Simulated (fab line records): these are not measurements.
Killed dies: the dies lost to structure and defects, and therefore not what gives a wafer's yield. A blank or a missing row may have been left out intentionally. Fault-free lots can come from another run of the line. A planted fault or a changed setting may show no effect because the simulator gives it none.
Matching of chambers    flow nand harc    rie diel-05 running NHARC_A_ZERO_WELL_DESCUM_12: 4 sister chambers
The step chemistry O2, time 3 s. 8 wafers are shown with their chamber, then 11 later ones without.

WAFERS WITH THEIR CHAMBER
wafer   chamber  drypump motor current A (A)  throttle valve pct (%)
L516.5  2        5.4                          11.310
L519.1  1        5.2                          11.301
L522.2  1        5.3                          11.320
L522.4  0        5.5                          11.297
L523.1  3        6.0                          11.322
L523.2  0        5.5                          11.311
L523.5  3        6.0                          11.315
L527.1  2        5.4                          11.315

WAFERS MISSING THEIR CHAMBER
wafer   drypump motor current A (A)  throttle valve pct (%)
L527.2  5.2                          11.308
L527.6  5.4                          11.320
L529.1  5.4                          11.312
L529.4  5.5                          11.323
L529.5  5.9                          11.310
L530.2  5.2                          11.284
L530.3  5.9                          11.310
L530.4  5.4                          11.313
L532.1  5.3                          11.304
L532.3  5.4                          11.300
L532.6  5.2                          11.313

THE CHAMBER EACH PASSED THROUGH
wafer   from the rows above      in truth
L527.2  1                        1
L527.6  2                        2
L529.1  2                        2
L529.4  can't be placed: 0 or 2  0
L529.5  3                        3
L530.2  1                        1
L530.3  3                        3
L530.4  2                        2
L532.1  can't be placed: 1 or 2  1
L532.3  can't be placed: 2 or 0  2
L532.6  1                        1
8 of 11 placed correctly. These rows do not allow placing 3 (true chamber among the candidates in 3). Placed wrongly: 0.
How it was worked out, from the rows above alone: a wafer's distance from a chamber is the root of the sum, over the readings, of the square of ((its reading less the chamber's mean) divided by the reading's scatter). If the next closest chamber is less than 2 further off than the closest, the wafer can't be placed; otherwise it belongs to the closest. For every chamber, the mean is computed from those of its wafers that are shown. The scatter is the square root of a quotient: the sum, over the shown wafers, of each reading's squared deviation from its chamber's mean, divided by wafers minus chambers.
